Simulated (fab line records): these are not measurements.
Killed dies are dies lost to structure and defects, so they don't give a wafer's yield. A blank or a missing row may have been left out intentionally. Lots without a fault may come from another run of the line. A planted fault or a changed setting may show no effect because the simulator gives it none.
Matching of chambers :: flow n5Finfet :: rieDiel-05 running N5_FIN_SAQP_ETCH_51: 4 sister chambers
The step etches SiARC in CF4, target depth 45.5 nm, time 75.8 s. 22 wafers are shown with their chamber, then 11 later ones without.

## EACH WAFER AND ITS CHAMBER
wafer: L074.2
chamber: 3
throttleValvePct (%): 15.60
showerheadPlenumPTorr (Torr): 2.18
oesProductAu (a.u.): 0.73

wafer: L074.3
chamber: 1
throttleValvePct (%): 15.66
showerheadPlenumPTorr (Torr): 2.16
oesProductAu (a.u.): 0.68

wafer: L074.6
chamber: 1
throttleValvePct (%): 15.65
showerheadPlenumPTorr (Torr): 2.16
oesProductAu (a.u.): 0.68

wafer: L076.1
chamber: 3
throttleValvePct (%): 15.62
showerheadPlenumPTorr (Torr): 2.18
oesProductAu (a.u.): 0.73

wafer: L076.2
chamber: 0
throttleValvePct (%): 15.68
showerheadPlenumPTorr (Torr): 2.19
oesProductAu (a.u.): 0.74

wafer: L076.5
chamber: 1
throttleValvePct (%): 15.65
showerheadPlenumPTorr (Torr): 2.16
oesProductAu (a.u.): 0.67

wafer: L077.2
chamber: 0
throttleValvePct (%): 15.71
showerheadPlenumPTorr (Torr): 2.19
oesProductAu (a.u.): 0.73

wafer: L077.4
chamber: 3
throttleValvePct (%): 15.61
showerheadPlenumPTorr (Torr): 2.18
oesProductAu (a.u.): 0.73

wafer: L077.5
chamber: 2
throttleValvePct (%): 15.42
showerheadPlenumPTorr (Torr): 2.18
oesProductAu (a.u.): 0.81

wafer: L082.1
chamber: 2
throttleValvePct (%): 15.45
showerheadPlenumPTorr (Torr): 2.18
oesProductAu (a.u.): 0.78

wafer: L082.2
chamber: 3
throttleValvePct (%): 15.64
showerheadPlenumPTorr (Torr): 2.18
oesProductAu (a.u.): 0.71

wafer: L082.4
chamber: 1
throttleValvePct (%): 15.71
showerheadPlenumPTorr (Torr): 2.15
oesProductAu (a.u.): 0.66

wafer: L086.1
chamber: 3
throttleValvePct (%): 15.67
showerheadPlenumPTorr (Torr): 2.17
oesProductAu (a.u.): 0.70

wafer: L086.4
chamber: 0
throttleValvePct (%): 15.71
showerheadPlenumPTorr (Torr): 2.18
oesProductAu (a.u.): 0.71

wafer: L086.5
chamber: 0
throttleValvePct (%): 15.74
showerheadPlenumPTorr (Torr): 2.18
oesProductAu (a.u.): 0.71

wafer: L087.1
chamber: 0
throttleValvePct (%): 15.74
showerheadPlenumPTorr (Torr): 2.18
oesProductAu (a.u.): 0.71

wafer: L087.5
chamber: 0
throttleValvePct (%): 15.73
showerheadPlenumPTorr (Torr): 2.18
oesProductAu (a.u.): 0.70

wafer: L087.6
chamber: 1
throttleValvePct (%): 15.71
showerheadPlenumPTorr (Torr): 2.15
oesProductAu (a.u.): 0.65

wafer: L088.1
chamber: 1
throttleValvePct (%): 15.71
showerheadPlenumPTorr (Torr): 2.15
oesProductAu (a.u.): 0.65

wafer: L088.2
chamber: 0
throttleValvePct (%): 15.75
showerheadPlenumPTorr (Torr): 2.18
oesProductAu (a.u.): 0.70

wafer: L088.4
chamber: 2
throttleValvePct (%): 15.47
showerheadPlenumPTorr (Torr): 2.18
oesProductAu (a.u.): 0.75

wafer: L091.1
chamber: 3
throttleValvePct (%): 15.69
showerheadPlenumPTorr (Torr): 2.17
oesProductAu (a.u.): 0.69

SIGNATURES (averages over the wafers above)
reading: throttleValvePct
chamber 0: 15.7229
chamber 1: 15.6817
chamber 2: 15.4467
chamber 3: 15.6383
scatter within a chamber: 0.0298

reading: showerheadPlenumPTorr
chamber 0: 2.1829
chamber 1: 2.1550
chamber 2: 2.1800
chamber 3: 2.1767
scatter within a chamber: 0.00487

reading: oesProductAu
chamber 0: 0.7143
chamber 1: 0.6650
chamber 2: 0.7800
chamber 3: 0.7150
scatter within a chamber: 0.0178
Rule: for a wafer and a chamber, the distance is found by dividing, reading by reading, the gap between the wafer's reading and the chamber's mean by the reading's scatter, squaring, summing and taking the root. The wafer belongs to the nearest chamber; if the next one is less than 2 further off, it can't be placed. How the scatter is found: for the shown wafers, subtract from each reading the mean of its chamber, square and add these, divide the total by (wafers less chambers), then take the root.

## WAFERS WITHOUT THEIR CHAMBER
wafer: L091.2
throttleValvePct (%): 15.48
showerheadPlenumPTorr (Torr): 2.17
oesProductAu (a.u.): 0.75

wafer: L091.4
throttleValvePct (%): 15.75
showerheadPlenumPTorr (Torr): 2.17
oesProductAu (a.u.): 0.70

wafer: L092.3
throttleValvePct (%): 15.47
showerheadPlenumPTorr (Torr): 2.17
oesProductAu (a.u.): 0.75

wafer: L092.5
throttleValvePct (%): 15.76
showerheadPlenumPTorr (Torr): 2.17
oesProductAu (a.u.): 0.71

wafer: L092.6
throttleValvePct (%): 15.74
showerheadPlenumPTorr (Torr): 2.15
oesProductAu (a.u.): 0.64

wafer: L093.4
throttleValvePct (%): 15.75
showerheadPlenumPTorr (Torr): 2.17
oesProductAu (a.u.): 0.70

wafer: L093.5
throttleValvePct (%): 15.69
showerheadPlenumPTorr (Torr): 2.17
oesProductAu (a.u.): 0.68

wafer: L093.6
throttleValvePct (%): 15.47
showerheadPlenumPTorr (Torr): 2.17
oesProductAu (a.u.): 0.76

wafer: L094.2
throttleValvePct (%): 15.48
showerheadPlenumPTorr (Torr): 2.17
oesProductAu (a.u.): 0.75

wafer: L094.4
throttleValvePct (%): 15.79
showerheadPlenumPTorr (Torr): 2.17
oesProductAu (a.u.): 0.69

wafer: L094.5
throttleValvePct (%): 15.69
showerheadPlenumPTorr (Torr): 2.17
oesProductAu (a.u.): 0.69

## WHICH CHAMBER EACH ONE RAN IN
wafer: L091.2
from the rows above: 2
in truth: 2

wafer: L091.4
from the rows above: can't be placed: 0 or 3 or 1
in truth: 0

wafer: L092.3
from the rows above: 2
in truth: 2

wafer: L092.5
from the rows above: can't be placed: 0 or 3 or 1
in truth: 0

wafer: L092.6
from the rows above: 1
in truth: 1

wafer: L093.4
from the rows above: can't be placed: 0 or 3 or 1
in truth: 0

wafer: L093.5
from the rows above: can't be placed: 3 or 1 or 0
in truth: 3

wafer: L093.6
from the rows above: 2
in truth: 2

wafer: L094.2
from the rows above: 2
in truth: 2

wafer: L094.4
from the rows above: can't be placed: 0 or 1 or 3
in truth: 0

wafer: L094.5
from the rows above: can't be placed: 3 or 0 or 1
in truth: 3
Placed correctly: 5 of 11. These rows do not allow placing 6 (true chamber among the candidates in 6). Wrongly placed: 0.
